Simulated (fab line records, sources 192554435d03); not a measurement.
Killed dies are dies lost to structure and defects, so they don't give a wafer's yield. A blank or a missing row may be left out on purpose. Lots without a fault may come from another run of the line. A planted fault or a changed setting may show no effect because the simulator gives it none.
Split-lot experiment | flow n5_finfet | 7 lots, 39 wafers read, on a route of 1938 steps

THE SPLIT
At N5_BEOL_M1_PECVD_72 (deposits SiO2 from TEOS/O2, target thk 16 nm, time 18 s), the setting time_s was moved away from the recipe's 18 s on 6 of the 39 wafers read, by -37.0% to -35.3%. The other wafers ran this setting at the recipe's value.

The reading is taken at the split's own step.

THE READING
SiO2_of_BEOL_M1_PECVD_72.thk_nm (the simulator's own value, which no gauge read), in nm, at N5_BEOL_M1_PECVD_72 (deposits SiO2 from TEOS/O2, target thk 16 nm, time 18 s). The file gives no usual value for it. The 33 wafers here that ran the recipe average 16.0 nm, standard deviation 0.19 nm.

wafer  | tool, chamber at the split | time_s as run, s | against the recipe | SiO2_of_BEOL_M1_PECVD_72.thk_nm, nm | against lot-mates on the recipe
L076.1 | pecvd-03, 1                | 18               | recipe             | 15.8                                | -
L076.2 | pecvd-03, 0,2,0,1,2        | 18               | recipe             | 16                                  | -
L076.3 | pecvd-03, 0,2,0,1,2        | 18               | recipe             | 16                                  | -
L076.4 | pecvd-03, 0,2,0,1,2        | 18               | recipe             | 16                                  | -
L076.5 | pecvd-03, 0,2,0,1,2        | 18               | recipe             | 16                                  | -
L076.6 | pecvd-03, 0,2,0,1,2        | 18               | recipe             | 16                                  | -
L083.1 | pecvd-01, 0                | 11.34            | -37.0%             | 10                                  | -5.9
L083.2 | pecvd-01, 1                | 18               | recipe             | 15.8                                | -
L083.3 | pecvd-01, 0                | 18               | recipe             | 15.6                                | -
L083.4 | pecvd-01, 1                | 11.34            | -37.0%             | 10.4                                | -5.5
L083.5 | pecvd-01, 0                | 18               | recipe             | 16.2                                | -
L083.6 | pecvd-01, 1                | 11.34            | -37.0%             | 10.2                                | -5.7
L084.1 | pecvd-02, 0,1,2            | 18               | recipe             | 16.2                                | -
L084.4 | pecvd-02, 0,1,2            | 18               | recipe             | 16.2                                | -
L084.6 | pecvd-02, 0,1,2            | 18               | recipe             | 16.2                                | -
L084.2 | pecvd-02, 2                | 18               | recipe             | 15.6                                | -
L084.3 | pecvd-02, 1                | 18               | recipe             | 16                                  | -
L084.5 | pecvd-02, 0                | 18               | recipe             | 16.4                                | -
L085.2 | pecvd-01, 2                | 18               | recipe             | 15.6                                | -
L085.4 | pecvd-01, 1                | 18               | recipe             | 16                                  | -
L085.5 | pecvd-01, 2                | 18               | recipe             | 15.8                                | -
L088.1 | pecvd-02, 1,2              | 18               | recipe             | 16                                  | -
L088.4 | pecvd-02, 1,2              | 18               | recipe             | 16                                  | -
L088.2 | pecvd-02, 0                | 11.64            | -35.3%             | 10.4                                | -5.7
L088.3 | pecvd-02, 2                | 11.64            | -35.3%             | 10.2                                | -5.9
L088.5 | pecvd-02, 1                | 11.64            | -35.3%             | 10.6                                | -5.5
L088.6 | pecvd-02, 0                | 18               | recipe             | 16.2                                | -
L091.1 | pecvd-03, 1,0,0            | 18               | recipe             | 16                                  | -
L091.2 | pecvd-03, 1,0,0            | 18               | recipe             | 16                                  | -
L091.4 | pecvd-03, 1,0,0            | 18               | recipe             | 16                                  | -
L091.3 | pecvd-03, 1,0,1            | 18               | recipe             | 16.2                                | -
L091.5 | pecvd-03, 1,0,1            | 18               | recipe             | 16.2                                | -
L091.6 | pecvd-03, 1,0,1            | 18               | recipe             | 16.2                                | -
L097.1 | pecvd-02, 1,0              | 18               | recipe             | 16                                  | -
L097.3 | pecvd-02, 1,0              | 18               | recipe             | 16                                  | -
L097.2 | pecvd-02, 2                | 18               | recipe             | 15.8                                | -
L097.4 | pecvd-02, 1,2,0            | 18               | recipe             | 16.2                                | -
L097.5 | pecvd-02, 1,2,0            | 18               | recipe             | 16.2                                | -
L097.6 | pecvd-02, 1,2,0            | 18               | recipe             | 16.2                                | -
Where a row lists several chambers, the file gives one row for several wafers and doesn't say which wafer went through which chamber.

THE FIT
A straight line over all 39 wafers: SiO2_of_BEOL_M1_PECVD_72.thk_nm changes by +0.158 nm for each +1% of time_s; r = +1.00; the points scatter about the line by 0.19 nm.
The same after taking each lot's own level away (the mean of its wafers on the recipe; 39 wafers): +0.157 nm for each +1%; r = +1.00; scatter 0.18 nm.
On that fit, the largest move of time_s shifts the reading by 5.8 nm.
The lots' own levels span 15.80 to 16.10 nm, that is 1.6 times the standard deviation above.
So the lot-to-lot level changes the slope little: the two slopes agree.
Check: with one of the wafers moved furthest among these (-37.0%) left out of the fit, the line predicts -5.78 nm for it against its lot-mates. It came out at -5.87 nm against them.

OTHER SPLITS ON THESE WAFERS
These wafers also went through other splits before the reading. Each is held against what the fit with the lots' levels taken away leaves over:
other split on the same wafers         | wafers away from the commonest value | r with SiO2_of_BEOL_M1_PECVD_72.thk_nm (lot level and that fit taken away)
N5_ZERO_LAYER_PECVD_02 time_s          | 15                                   | -0.23
N5_SD_EPI_P_DEVELOP_08 develop_time_s  | 15                                   | +0.05
N5_SDB_ALD_29 ald_cycles               | 15                                   | -0.17
N5_MOL_CONTACT_COAG_ALD_133 ald_cycles | 12                                   | +0.17

THE FILE'S OWN FIT
SiO2_of_BEOL_M1_PECVD_72.thk_nm changes by +0.157 nm for each +1% of time_s, r = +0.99.
